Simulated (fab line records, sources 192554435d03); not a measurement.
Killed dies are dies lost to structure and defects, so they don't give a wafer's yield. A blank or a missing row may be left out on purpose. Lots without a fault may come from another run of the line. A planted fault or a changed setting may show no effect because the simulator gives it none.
fab line records | flow n5_finfet
record lots=5 wafers=15 last_day=17
route steps=1938 shown MOL_CONTACT_COAG@628 BEOL_M0_SAQP@632 BEOL_M4@1111 PASSIVATION@1936
lots that met no fault: from a run of the same line without faults
start_h: hours from the record's first day to the start of the lot's first wafer shown | wait_h: hours since the lot's step before | " the same as in the row above | L1.1+2: a row that stands for several wafers | - no value, or no start given | * or withheld: withheld | < > ~ a bound
route shown NAME@n: a module of which the file shows steps, and the number in the route of the first | usual: mean/standard deviation of fault-free wafers | same: alike in all rows | chamber/n: place in a boat | sites: the reading at each site | _std_site: their standard deviation | _edge_site: outer sites' mean less inner sites' | radius_mm: how far each site lies from the wafer's centre | mask NAME#n: copy n | behind: the tool/chamber that last shaped the wafer | hold: why the lot was held/for how many hours/how that ended | device: the transistor (n, p or np) that didn't switch | end of line: the same wafers' tests at the end of the route | a step without rows: its recipe alone | killed: dies lost to structure and defects at the first sort, not the wafer's yield | map: a wafer's dies, x killed, . not, _ none there
set.NAME: the setting as run; set.NAME@STEP: as run at that earlier step | model.NAME: the simulator's own value behind a step, which no gauge read
lots at some steps of the route; a table a step, a row a wafer
services: from which hour (start_h, from the record's first day; less than 0 if before it) a tool's chamber was out of use, for how many hours, and why
## steps
# step N5_MOL_CONTACT_COAG_THK_MEAS_53
# recipe reads=SiO2_of_MOL_CONTACT_COAG_PECVD_31
# usual VIA_MOL_THK=44.1/0.79
# columns lot.wafer tool chamber start_h wait_h VIA_MOL_THK[nm]
L895.1 film_metro-02 - 107.34 - 43.7
L895.3 " - " " 44.5
L895.4 " - " " 44.4
L896.1 film_metro-01 - 108.67 - 44.2
L896.3 " - " " 45.3
L896.4 " - " " 46.4
L905.3 film_metro-02 - 166.44 - 42.6
L905.4 " - " " 43.2
L905.6 " - " " 44.4
L910.1 film_metro-02 - 195.66 - 44.1
L910.3 " - " " 44.4
L910.5 " - " " 44.9
L915.2 film_metro-02 - 224.55 - 44.2
L915.3 " - " " 44.4
L915.6 " - " " 46.2
# step N5_MOL_CONTACT_COAG_ANNEAL_112
# recipe temp_c=400 time_s=1800 ambient=HPD2 pressure_atm=10
# step N5_MOL_CONTACT_COAG_INSPECT_97
# recipe inspect_instrument=darkfield mode=post_anneal
# usual raw_defect_count=45/14
# columns lot.wafer tool chamber start_h wait_h raw_defect_count
L895.1 defect_inspect-01 - 112.48 0.0 41
L895.3 " - " " 53
L895.4 " - " " 39
L896.1 defect_inspect-02 - 112.48 0.0 38
L896.3 " - " " 59
L896.4 " - " " 48
L905.3 defect_inspect-02 - 169.52 0.1 73
L905.4 " - " " 82
L905.6 " - " " 47
L910.1 defect_inspect-01 - 198.71 0.0 66
L910.3 " - " " 42
L910.5 " - " " 48
L915.2 defect_inspect-02 - 227.62 0.0 58
L915.3 " - " " 55
L915.6 " - " " 46
# step N5_BEOL_M0_SAQP_PECVD_00
# recipe material=SiCN target_thk_a=80 temp_c=withheld precursor=3MS/NH3 pressure_torr=3 rf_w=202 time_s=14
# step N5_BEOL_M0_SAQP_ILD_DEP_01
# recipe material=SiOC target_thk_a=454.19 temp_c=350 precursor=DEMS/O2 pressure_torr=5 rf_w=500 time_s=8.7
# usual heater_power_w=451/54 showerhead_plenum_p_Torr=5.693/0.022 throttle_valve_pct=11.8/0.72
# columns lot.wafer tool chamber start_h wait_h heater_power_w showerhead_plenum_p_Torr throttle_valve_pct
L895.1 pecvd-04 1 112.84 0.0 517 5.714 11.8
L895.3 " 2 " " 392 5.681 11.4
L895.4 " 2 " " 397 5.664 11.4
L896.1 pecvd-03 1 112.84 0.0 420 5.694 10.8
L896.3 " 0 " " 547 5.721 11.6
L896.4 " 1 " " 320 5.697 10.8
L905.3 pecvd-02 2 169.84 0.0 489 5.661 11.3
L905.4 " 0 " " 525 5.707 12.8
L905.6 " 2 " " 501 5.666 11.4
L910.1 pecvd-02 2 199.07 0.0 403 5.671 11.1
L910.3 " 0 " " 515 5.695 12.6
L910.5 " 1 " " 460 5.677 11.8
L915.2 pecvd-03 1 227.96 0.0 349 5.707 10.7
L915.3 " 0 " " 524 5.721 11.8
L915.6 " 1 " " 358 5.710 11.1
# step N5_BEOL_M0_SAQP_HM_DEP_02
# recipe material=TiN target_thk_a=120 temp_c=25 chamber_pressure_pa=0.49996
# usual throttle_valve_pct=30.4/0.68
# columns lot.wafer tool chamber start_h wait_h throttle_valve_pct
L895.1 pvd_sputter-01 - 115.63 2.8 30.7
L895.3 " - " " 30.5
L895.4 " - " " 29.4
L896.1 pvd_sputter-01 - 115.73 2.9 30.8
L896.3 " - " " 30.5
L896.4 " - " " 30.7
L905.3 pvd_sputter-02 - 170.38 0.5 31.0
L905.4 " - " " 29.5
L905.6 " - " " 29.2
L910.1 pvd_sputter-01 - 199.12 0.0 29.6
L910.3 " - " " 30.3
L910.5 " - " " 29.8
L915.2 pvd_sputter-01 - 230.37 2.4 30.5
L915.3 " - " " 30.8
L915.6 " - " " 29.8
# step N5_BEOL_M0_SAQP_PECVD_03
# recipe material=SiCN target_thk_a=120 temp_c=withheld precursor=3MS/NH3 pressure_torr=3 rf_w=202 time_s=21.1
# step N5_BEOL_M0_SAQP_PECVD_96
# recipe material=a-Si target_thk_a=450 temp_c=350 precursor=SiH4/He pressure_torr=3 rf_w=100 time_s=45.2
# step N5_BEOL_M0_SAQP_PECVD_97
# recipe material=SiNx target_thk_a=230 temp_c=350 precursor=SiH4/NH3/N2 pressure_torr=1.5 rf_w=300 time_s=19.9
# step N5_BEOL_M0_SAQP_PECVD_04
# recipe material=a-Si target_thk_a=600 temp_c=350 precursor=SiH4/He pressure_torr=3 rf_w=100 time_s=60.2
# usual heater_power_w=583/54 showerhead_plenum_p_Torr=5.67/0.071 throttle_valve_pct=17.9/1.1
# columns lot.wafer tool chamber start_h wait_h heater_power_w showerhead_plenum_p_Torr throttle_valve_pct
L895.1 pecvd-03 2 115.86 0.0 544 5.68 17.2
L895.3 " 1 " " 535 5.69 16.6
L895.4 " 0 " " 656 5.74 17.6
L896.1 pecvd-04 0 115.96 0.0 572 5.61 20.1
L896.3 " 1 " " 671 5.77 17.8
L896.4 " 0 " " 587 5.62 20.0
L905.3 pecvd-04 1 170.62 0.0 687 5.79 17.9
L905.4 " 0 " " 525 5.60 20.3
L905.6 " 1 " " 669 5.79 18.0
L910.1 pecvd-04 2 199.36 0.0 513 5.59 17.6
L910.3 " 1 " " 586 5.79 18.1
L910.5 " 2 " " 506 5.60 17.6
L915.2 pecvd-03 1 230.60 0.0 481 5.71 16.5
L915.3 " 0 " " 682 5.76 17.8
L915.6 " 1 " " 483 5.69 16.8
# step N5_BEOL_M0_SAQP_THK_MEAS_05
# usual thk_nm=59.8/0.82
# columns lot.wafer tool chamber start_h wait_h thk_nm
L895.1 film_metro-01 - 115.96 0.1 59.5
L895.3 " - " " 59.9
L895.4 " - " " 59.9
L896.1 film_metro-02 - 116.06 0.1 59.2
L896.3 " - " " 59.6
L896.4 " - " " 60.6
L905.3 film_metro-02 - 170.71 0.1 58.2
L905.4 " - " " 59.4
L905.6 " - " " 60.1
L910.1 film_metro-01 - 199.45 0.1 59.5
L910.3 " - " " 59.1
L910.5 " - " " 60.3
L915.2 film_metro-02 - 230.70 0.1 59.8
L915.3 " - " " 59.0
L915.6 " - " " 61.0
# step N5_BEOL_M0_SAQP_HM_DEP_111
# recipe material=SiO2 target_thk_a=120 temp_c=400 precursor=SiH4/N2O pressure_torr=0.75 rf_w=275 time_s=7.2
# usual heater_power_w=734/71 showerhead_plenum_p_Torr=8.14/0.2
# columns lot.wafer tool chamber start_h wait_h heater_power_w showerhead_plenum_p_Torr model.SiO2_of_BEOL_M0_SAQP_HM_DEP_111.thk_nm
L895.1 pecvd-02 0 116.00 0.0 764 8.17 12
L895.3 " 2 " " 722 7.78 12
L895.4 " 0 " " 766 8.18 12.2
L896.1 pecvd-04 1 116.10 0.0 806 8.46 11.6
L896.3 " 0 " " 754 8.00 12
L896.4 " 2 " " 730 7.97 12.2
L905.3 pecvd-02 2 170.75 0.0 747 7.76 3.8
L905.4 " 0 " " 850 8.17 12.2
L905.6 " 2 " " 768 7.77 12.2
L910.1 pecvd-04 0 199.49 0.0 718 7.98 11.8
L910.3 " 1 " " 809 8.46 11.4
L910.5 " 1 " " 785 8.45 11.6
L915.2 pecvd-04 1 230.73 0.0 848 8.45 11.4
L915.3 " 0 " " 775 7.97 11.8
L915.6 " 0 " " 758 7.98 12
# step N5_BEOL_M0_SAQP_COAT_81
# recipe resist=SOC temp_c=250 time_s=60 spin_rpm=1500 resist_thk_nm=100
# step N5_BEOL_M0_SAQP_COAT_82
# recipe resist=SiARC temp_c=220 time_s=60 spin_rpm=1500 resist_thk_nm=30
# step N5_BEOL_M0_SAQP_COAT_08
# recipe resist=CAR-ArF spin_rpm=1500 resist_thk_nm=90
# step N5_BEOL_M0_SAQP_EBR_10
# recipe solvent=PGMEA ebr_width_mm=1.5
# step N5_BEOL_M0_SAQP_SOFTBAKE_09
# recipe temp_c=110 time_s=60 resist=CAR-ArF
# step N5_BEOL_M0_SAQP_EXPOSE_11
# recipe mask_id=M0_CORE na=1.35 source_shape=dipole sigma_inner=0.538 sigma_outer=0.738 polarization=te target_cd_nm=42 dose_mj=55
# step N5_BEOL_M0_SAQP_PEB_12
# recipe peb_temp_c=withheld peb_time_s=60 resist=CAR-ArF
# step N5_BEOL_M0_SAQP_DEVELOP_13
# recipe develop_time_s=30 developer=TMAH resist=CAR-ArF dev_temp_c=23 rinse_liquid=diw dry=air_spin
# step N5_BEOL_M0_SAQP_CD_MEAS_14
# recipe target_cd_nm=42.5 landing_energy_ev=500 detector=se_inlens
# usual cd_nm=42.2/0.39
# columns lot.wafer tool chamber start_h wait_h cd_nm
L895.1 cd_sem-03 0 116.32 - 42.6
L895.3 " 0 " " 42.2
L895.4 " 0 " " 41.7
L896.1 cd_sem-01 0 116.56 - 42.1
L896.3 " 0 " " 42.6
L896.4 " 0 " " 41.9
L905.3 cd_sem-03 0 171.20 - 41.6
L905.4 " 0 " " 43.0
L905.6 " 0 " " 41.7
L910.1 cd_sem-03 0 199.81 - 42.4
L910.3 " 0 " " 42.8
L910.5 " 0 " " 42.3
L915.2 cd_sem-03 0 231.06 - 42.4
L915.3 " 0 " " 41.7
L915.6 " 0 " " 41.9
# step N5_BEOL_M0_SAQP_OVL_MEAS_15
# recipe points_per_wafer=44
# usual M0_CORE_OVL=0.4/0.67
# columns lot.wafer tool chamber start_h wait_h M0_CORE_OVL[nm]
L895.1 overlay-02 0 116.35 0.0 1.1
L895.3 " 0 " " 0.4
L895.4 " 0 " " 0.7
L896.1 overlay-02 0 116.59 0.0 0.7
L896.3 " 0 " " 0.9
L896.4 " 0 " " 1.0
L905.3 overlay-02 0 171.26 0.1 1.4
L905.4 " 0 " " -0.4
L905.6 " 0 " " -0.2
L910.1 overlay-02 0 199.84 0.0 0.4
L910.3 " 0 " " 1.3
L910.5 " 0 " " 0.0
L915.2 overlay-02 0 231.09 0.0 0.7
L915.3 " 0 " " 0.6
L915.6 " 0 " " 1.3
# step N5_BEOL_M0_SAQP_INSPECT_16
# recipe mode=adi inspect_instrument=brightfield
# usual raw_defect_count=547/140
# columns lot.wafer tool chamber start_h wait_h raw_defect_count
L895.1 defect_inspect-01 - 116.37 0.0 452
L895.3 " - " " 507
L895.4 " - " " 480
L896.1 defect_inspect-01 - 116.61 0.0 622
L896.3 " - " " 648
L896.4 " - " " 441
L905.3 defect_inspect-01 - 171.28 0.0 677
L905.4 " - " " 640
L905.6 " - " " 459
L910.1 defect_inspect-01 - 199.86 0.0 488
L910.3 " - " " 584
L910.5 " - " " 389
L915.2 defect_inspect-02 - 231.11 0.0 442
L915.3 " - " " 475
L915.6 " - " " 506
# step N5_BEOL_M0_SAQP_DESCUM_19
# recipe chemistry=O2 time_s=7.9 source_power_w=50 bias_power_w=20 pressure_mtorr=20 rf_frequency_hz=2.712e+07 temp_c=40 resist=CAR-ArF o2_flow_sccm=225
# step N5_BEOL_M0_SAQP_ETCH_83
# recipe chemistry=CF4 target=SiARC target_depth_a=390 mask_material=CAR-ArF time_s=65 ion_energy_ev=80 pressure_mtorr=40 source_w=545 bias_w=36 Ar_flow_sccm=100 cf4_flow_sccm=100 ends=cleared
# step N5_BEOL_M0_SAQP_ETCH_84
# recipe chemistry=N2/H2 target=SOC target_depth_a=1000 overetch_a=200 mask_material=SiARC temp_c=40 time_s=150 ion_energy_ev=200 pressure_mtorr=30 source_w=840 bias_w=150 n2_flow_sccm=200 h2_flow_sccm=200
# usual drypump_motor_current_A=5.9/0.35 oes_product_au=0.71/0.068 rf_vpp_V=523/3 showerhead_plenum_p_Torr=2.51/0.11 throttle_valve_pct=17.80/0.28
# columns lot.wafer tool chamber start_h wait_h drypump_motor_current_A oes_product_au rf_hours_counter_h rf_vpp_V showerhead_plenum_p_Torr throttle_valve_pct
L895.1 rie_diel-02 2 116.54 0.0 5.7 0.78 45 529 2.71 17.94
L895.3 " 1 " " 6.0 0.64 178 521 2.39 17.66
L895.4 " 0 " " 5.2 0.68 134 523 2.53 17.64
L896.1 rie_diel-05 1 116.73 0.0 5.5 0.64 187 522 2.42 18.33
L896.3 " 3 " " 5.9 0.71 132 527 2.66 18.12
L896.4 " 0 " " 5.5 0.81 39 523 2.48 17.31
L905.3 rie_diel-06 0 171.40 0.0 6.3 0.80 44 526 2.58 17.80
L905.4 " 3 " " 6.4 0.85 8 521 2.50 17.31
L905.6 " 0 " " 6.3 0.80 - 526 2.58 17.81
L910.1 rie_diel-05 0 199.98 0.0 5.5 0.78 64 522 2.47 17.35
L910.3 " 1 " " 5.5 0.63 211 522 2.41 18.35
L910.5 " 3 " " 5.9 0.70 - 527 2.65 18.17
L915.2 rie_diel-06 2 231.23 0.0 5.6 0.66 164 527 2.66 17.87
L915.3 " 1 " " 5.8 0.63 230 520 2.40 18.12
L915.6 " 1 " " 5.8 0.64 - 520 2.40 18.12
# step N5_BEOL_M0_SAQP_STRIP_80
# recipe chemistry=N2/H2 temp_c=40 n2_flow_sccm=200 h2_flow_sccm=200 rf_frequency_hz=6e+07
# step N5_BEOL_M0_SAQP_HM_OPEN_112
# recipe chemistry=CHF3/O2 target=SiO2 stop_on=a-Si target_depth_a=120 over_etch_frac=1.25 mask_material=SOC time_s=13.5 pressure_mtorr=30 source_w=650 bias_w=170 Ar_flow_sccm=200 CHF3_flow_sccm=50 O2_flow_sccm=5 ion_energy_ev=200 ends=end_point
# usual drypump_motor_current_A=5.9/0.35 oes_product_au=0.52/0.05 rf_vpp_V=519/13 showerhead_plenum_p_Torr=2.38/0.1 throttle_valve_pct=18.81/0.28
# columns lot.wafer tool chamber start_h wait_h drypump_motor_current_A oes_product_au rf_hours_counter_h rf_vpp_V showerhead_plenum_p_Torr throttle_valve_pct model.etch.depth_nm
L895.1 rie_diel-02 2 116.65 0.0 5.7 0.57 45 530 2.55 18.89 12.09
L895.3 " 1 " " 6.0 0.46 178 508 2.28 18.70 11.93
L895.4 " 0 " " 5.2 0.51 134 497 2.39 18.67 12.27
L896.1 rie_diel-05 1 116.84 0.0 5.5 0.46 187 510 2.31 19.29 11.63
L896.3 " 3 " " 5.9 0.51 132 553 2.53 19.21 11.96
L896.4 " 0 " " 5.5 0.59 39 523 2.37 18.42 12.26
L905.3 rie_diel-06 0 171.51 0.0 6.3 0.42 44 515 2.43 18.70 3.821
L905.4 " 3 " " 6.5 0.63 8 511 2.37 18.24 12.28
L905.6 " 0 " " 6.3 0.59 - 512 2.43 18.74 12.13
L910.1 rie_diel-05 0 200.09 0.0 5.5 0.57 64 521 2.36 18.46 11.88
L910.3 " 1 " " 5.5 0.45 211 510 2.30 19.33 11.41
L910.5 " 3 " " 5.9 0.50 - 554 2.52 19.27 11.53
L915.2 rie_diel-06 2 231.34 0.0 5.6 0.47 164 520 2.52 18.74 11.47
L915.3 " 1 " " 5.8 0.46 230 521 2.29 19.16 11.88
L915.6 " 1 " " 5.8 0.46 - 522 2.29 19.17 11.99
# step N5_BEOL_M0_SAQP_STRIP_113
# recipe chemistry=CHF3/O2 resist=SiARC rf_frequency_hz=6e+07
# step N5_BEOL_M0_SAQP_MANDREL_ETCH_20
# recipe target_depth_a=600 chemistry=HBr/Cl2 target=a-Si stop_on=SiNx bt_time_s=10 mask_material=SOC over_etch_frac=0.5 time_s=30 pressure_mtorr=10 icp_w=800 bias_w=75 HBr_flow_sccm=150 Cl2_flow_sccm=80 ends=end_point
# step N5_BEOL_M0_SAQP_STRIP_86
# recipe chemistry=N2/H2 power_w=500 temp_c=40 pressure_mtorr=50 rf_frequency_hz=6e+07 overash_fraction=0.3 bias_power_w=28 h2_frac=0.5 n2_flow_sccm=300 h2_flow_sccm=300
# usual drypump_motor_current_A=5.9/0.35 oes_product_au=0.79/0.07 rf_vpp_V=121.6/1.4 showerhead_plenum_p_Torr=3.31/0.14 throttle_valve_pct=18.9/0.35
# same overash_fraction=0.3
# columns lot.wafer tool chamber start_h wait_h drypump_motor_current_A oes_product_au rf_hours_counter_h rf_vpp_V showerhead_plenum_p_Torr throttle_valve_pct
L895.1 rie_diel-02 0 116.90 0.1 5.2 0.76 134 122.8 3.34 18.4
L895.3 " 2 " " 5.7 0.87 45 122.9 3.57 19.1
L895.4 " 3 " " 6.2 0.87 57 121.0 3.25 18.7
L896.1 rie_diel-06 2 117.06 0.1 5.6 0.78 131 124.0 3.53 19.4
L896.3 " 1 " " 5.8 0.73 196 121.2 3.20 19.0
L896.4 " 0 " " 6.3 0.91 - 123.3 3.42 18.8
L905.3 rie_diel-05 0 171.69 0.1 5.5 0.88 56 121.5 3.27 18.3
L905.4 " 1 " " 5.4 0.72 203 123.1 3.19 19.5
L905.6 " 3 " " 5.9 0.78 - 121.8 3.50 19.3
L910.1 rie_diel-06 3 200.27 0.1 6.5 0.90 16 120.6 3.30 18.6
L910.3 " 2 " " 5.6 0.76 156 122.9 3.51 19.4
L910.5 " 1 " " 5.8 0.72 - 121.6 3.18 19.1
L915.2 rie_diel-06 2 231.52 0.1 5.6 0.75 164 120.6 3.51 19.5
L915.3 " 1 " " 5.7 0.72 230 121.4 3.18 19.1
L915.6 " 3 " " 6.5 0.89 - 121.2 3.30 18.6
# step N5_BEOL_M0_SAQP_STRIP_115
# recipe chemistry=post_etch_residue_remover time_s=60 temp_c=25 remover_ph=withheld remover_water_wt_pct=withheld remover_fluoride_wt_pct=withheld
# columns lot.wafer tool chamber start_h wait_h model.SiO2_of_BEOL_M0_SAQP_HM_DEP_111.thk_nm
L895.1 wet_bench-01 7 116.96 - 12
L895.3 " 0 " " 11.8
L895.4 " 6 " " 12.2
L896.1 wet_bench-06 4 117.12 - 11.6
L896.3 " 2 " " 11.8
L896.4 " 7 " " 12.2
L905.3 wet_bench-06 7 171.76 - 3.8
L905.4 " 6 " " 12.2
L905.6 " 0 " " 12
L910.1 wet_bench-01 1 200.34 - 11.8
L910.3+5 " 6,4 " " 11.4
L915.2 wet_bench-04 4 231.58 - 11.4
L915.3+6 " 1,0 " " 11.8
# step N5_BEOL_M0_SAQP_SRD_93
# recipe dry=ipa_marangoni time_s=30 temp_c=23 rinse_liquid=diw
# step N5_BEOL_M4_RC_MEAS_101
# usual DIBL_N=36.2/2 DIBL_P=36.1/2.4 IOFF_N=0.16/0.035 IOFF_P=0.22/0.041 ION_N=675/14 ION_P=465/8.6 SS_N=71.5/0.64 SS_P=73.2/0.76 VT_N=250/3.9 VT_P=-249/3.4
# columns lot.wafer tool chamber start_h wait_h DIBL_N[mV/V] DIBL_P[mV/V] IOFF_N[nA/um] IOFF_P[nA/um] ION_N[uA/um] ION_P[uA/um] SS_N[mV/dec] SS_P[mV/dec] VT_N[mV] VT_P[mV]
L895.1 prober-02 0 174.89 0.0 37.8 35.9 0.18 0.20 681 456 71.7 73.5 249 -251
L895.3 " 0 " " 38.3 37.9 0.21 0.25 699 473 72.1 73.6 246 -247
L895.4 " 0 " " 35.1 33.2 0.14 0.17 670 455 70.4 73.0 250 -252
L896.1 prober-01 0 191.61 0.0 35.4 38.6 0.15 0.26 668 474 71.4 73.7 250 -244
L896.3 " 0 " " 35.7 37.8 0.16 0.25 668 467 71.7 73.4 252 -247
L896.4 " 0 " " 31.7 33.9 0.09 0.18 642 460 71.0 72.8 258 -248
L905.3 prober-02 0 227.29 0.3 39.9 40.1 0.22 0.27 695 472 72.5 74.0 243 -245
L905.4 " 0 " " 35.2 33.3 0.12 0.15 671 460 71.5 73.3 252 -253
L905.6 " 0 " " 36.2 35.1 0.15 0.18 688 465 71.3 72.9 247 -252
L910.1 prober-02 0 264.19 0.0 36.1 36.4 0.16 0.22 680 467 71.8 72.4 249 -249
L910.3 " 0 " " 38.4 39.1 0.21 0.26 705 477 72.2 74.0 245 -246
L910.5 " 0 " " 40.5 41.2 0.26 0.30 701 474 73.4 74.6 243 -246
L915.2 prober-02 0 297.49 0.2 38.8 36.9 0.20 0.25 691 469 72.0 74.3 245 -247
L915.3 " 0 " " 32.2 28.9 0.08 0.14 657 455 70.4 71.8 261 -254
L915.6 " 0 " " 36.7 33.0 0.15 0.19 660 458 71.9 72.6 251 -251
# step N5_PASSIVATION_PROBE_49
# usual defect_limited_yield=91.1/1.4 killed_at_M0_to_M3=36/9.9 killed_at_M4_up=13/5.8 killed_at_contacts=14/5.9 killed_at_front_end=39/11 killed_at_other=3.4/2.9 killed_dies=105/17 killed_open=70/13 killed_short=34/7.3 sort_bin_5_function=5.3/1 sort_bin_6_memory=3.3/0.62 sort_bin_8_speed=0.01/0.057 sort_n_pass=1075/17 sort_yield_pct=91.1/1.4
# same gross_dies=1180 killed_at_back_side=0 sort_bin_4_leakage[%]=0
# columns lot.wafer tool chamber start_h wait_h defect_limited_yield[%] killed_at_M0_to_M3 killed_at_M4_up killed_at_contacts killed_at_front_end killed_at_other killed_dies killed_open killed_short sort_bin_5_function[%] sort_bin_6_memory[%] sort_bin_8_speed[%] sort_n_pass sort_yield_pct[%]
L915.2 prober-01 - 411.06 0.1 91.5 33 24 15 26 2 100 68 31 4.9 3.5 0 1080 91.5
L915.3 prober-01 - 411.11 0.1 91.0 24 24 10 47 1 106 72 32 5.7 3.1 0 1074 91.0
L915.6 prober-01 - 411.26 0.3 92.5 19 12 15 39 4 89 56 33 4.1 3.1 0 1091 92.5
# killed by level:class
L915.2 MOL_CONTACT_COAG:geometric_particle:open=12 BEOL_M3:geometric_particle:open=10 BEOL_M4:geometric_particle:open=10 STI_FIN_REVEAL:geometric_particle:open=6 DUMMY_GATE:geometric_particle:open=6 FIN_SAQP:geometric_particle:short=5 BEOL_M0_SAQP:geometric_particle:open=5 BEOL_M0_SAQP:geometric_particle:short=5
L915.3 FIN_SAQP:geometric_particle:short=11 STI_FIN_REVEAL:geometric_particle:open=11 BEOL_M4:geometric_particle:open=11 DUMMY_GATE:geometric_particle:open=10 MOL_CONTACT_COAG:geometric_particle:open=9 BEOL_M2:geometric_particle:open=7 BEOL_M3:geometric_particle:open=7 BEOL_M0_SAQP:geometric_particle:short=4
L915.6 STI_FIN_REVEAL:geometric_particle:open=12 MOL_CONTACT_COAG:geometric_particle:open=9 BEOL_M2:geometric_particle:open=7 MOL_CONTACT_COAG:geometric_particle:short=6 FIN_SAQP:geometric_particle:short=5 DUMMY_GATE:geometric_particle:open=5 BEOL_M4:geometric_particle:open=5 FIN_SAQP:geometric_particle:open=4
## services
# columns tool chamber start_h hours kind
rie_diel-02 3 92.77 4.0 repair
pecvd-02 0 113.06 2.1 scheduled_down
rie_diel-06 3 114.49 7.7 repair
pecvd-02 - 116.82 0.8 pm
rie_diel-06 3 122.23 - clean
rie_diel-06 3 122.23 - consumable_replace:focus_ring
rie_diel-06 3 122.23 20.7 scheduled_down
rie_diel-06 3 122.23 20.7 vent_cycle
pecvd-02 - 128.98 3.9 repair
rie_diel-05 1 130.42 3.7 repair
pecvd-03 1 137.83 5.5 scheduled_down
pecvd-03 0 143.29 5.5 scheduled_down
pecvd-02 0 157.82 5.5 scheduled_down
pvd_sputter-01 - 163.99 2.8 repair
pecvd-03 - 168.28 1.8 repair
rie_diel-02 3 192.97 4.2 repair
pecvd-04 - 205.06 9.1 repair
pecvd-02 1 221.97 20.4 repair
rie_diel-02 2 230.43 75.0 repair
## key
first_sign none at tools or gauges
model_effect step=N5_BEOL_M0_SAQP_HM_DEP_111 value=SiO2_of_BEOL_M0_SAQP_HM_DEP_111.thk_nm without=11.8 struck=3.8
model_effect step=N5_BEOL_M0_SAQP_HM_OPEN_112 value=etch.depth_nm without=11.72 struck=3.821
model_effect step=N5_BEOL_M0_SAQP_STRIP_115 value=SiO2_of_BEOL_M0_SAQP_HM_DEP_111.thk_nm without=11.6 struck=3.8
met_at N5_BEOL_M0_SAQP_HM_DEP_111
struck_wafers L905.3
onset_between 116.00 170.75
fault kind=process_parameter_drift tool=pecvd-02 chamber=- onset_h=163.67 steps=N5_BEOL_M0_SAQP_HM_DEP_111 channel=time_s offset=* shape=step end_h=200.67 scope=struck_wafers_only acts_in=* stated=*
